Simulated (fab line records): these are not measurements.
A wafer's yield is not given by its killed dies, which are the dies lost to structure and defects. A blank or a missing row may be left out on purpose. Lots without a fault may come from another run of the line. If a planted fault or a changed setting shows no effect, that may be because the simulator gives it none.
Problem report, 8D (eight disciplines) form, completed by code :: flow nand-harc :: the parts of the form that need people (team, actions taken, sign-off) are left out

1. WHAT WENT WRONG
Wafers without a fault read 999 nm, standard deviation 6.4; thk-nm at NHARC_A_ONON_D2_THK_MEAS_11 reads a mean of 626 nm on 2 wafers belonging to 2 lots. Measured from the usual mean, that is -58 standard deviations.
The step: measures by ellipsometry.
Seen first at day 17 03:21 on film-metro-01, wafer L165.1. The record holds 42 wafers of 14 lots with a number at this step. The rule behind "out" and "out of limits": a value lying over 4 standard deviations away from the usual mean. All remaining wafers that have a number are taken as sound.

2. WHAT THIS IS AND IS NOT
question: which readings at this step
is: thk-nm
is not: -

question: which lots
is: L165, L166
is not: L153, L154, L155, L158, L159, L161, L162, L163, L164, L174, L175, L176

question: which wafers of those lots
is: L165.1, L166.4
is not: L165.2, L165.3, L166.5, L166.6

question: read on which gauges
is: film-metro-01
is not: film-metro-02

question: when
is: from day 17 03:21
is not: up to then (29 sound wafers); but 11 sound wafers of L166, L174, L175, L176 came after

3. SUSPECTS, AND WHAT RULES EACH OUT
Counting: a tool at a process step up to the reading stays a suspect if it ran every lot that is out. Sound lots after the first of them don't rule it out here, since some wafers of a struck lot are sound.
- the gauge at NHARC_A_ONON_D2_THK_MEAS_11: ruled out. All the wafers that are out were read on film-metro-01, but those of them that NHARC_END_SORT_01 has rows for are out there too, on other tools.
- cmp-03 at NHARC_A_DECK1_JOINT_CMP_13 (polishes, target thk 51.023 nm): kept. It processed each lot that is out (first: L165, day 16 01:47); up to then, its last sound lot is L162 (day 14 20:35).
- pecvd-onon-04 at NHARC_A_ONON_D2_DEP_09 (target thk 1000 nm): kept. It processed each lot that is out (first: L165, day 17 02:49); up to then, its last sound lot is L163 (day 16 22:57).
The count leaves pecvd-onon-04 at NHARC_A_ONON_D2_DEP_09 and cmp-03 at NHARC_A_DECK1_JOINT_CMP_13.

4. THE CAUSE (what the simulator had put in)
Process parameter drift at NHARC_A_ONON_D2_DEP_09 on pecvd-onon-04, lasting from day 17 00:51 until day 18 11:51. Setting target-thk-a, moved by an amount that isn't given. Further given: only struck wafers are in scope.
This tool is one of the 2 suspects left after counting.

5. THE CHAIN OF EFFECTS, in route order
Each row: a reading whose mean over the struck wafers that have a number lies more than 3 standard deviations from the usual. Only readings whose record carries a usual standard deviation are examined. hours: median over the lots of the time between each lot's start at the first step of this table that gives one and its start at this step. sigmas: the change, counted in usual standard deviations.
hours: 0
step: NHARC_A_ONON_D2_THK_MEAS_11
reading: thk-nm
usual: 999 nm
on struck wafers: 626
change: -372
sigmas: -58

hours: 288
step: NHARC_END_SORT_01
reading: killed-at-array
usual: 46
on struck wafers: 672
change: +626
sigmas: +42

hours: 288
step: NHARC_END_SORT_01
reading: killed-dies
usual: 50
on struck wafers: 677
change: +627
sigmas: +42

6. WHAT WOULD HAVE CAUGHT IT SOONER
2 hours passed between the start of the fault at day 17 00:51 and the first reading out of limits at a measuring or inspecting step in this record, taken at day 17 03:21.
Among the 2 lots that are out, L166 began NHARC_A_ONON_D2_DEP_09 on pecvd-onon-04 after day 17 03:21. Holding the tool at that time would have saved it.
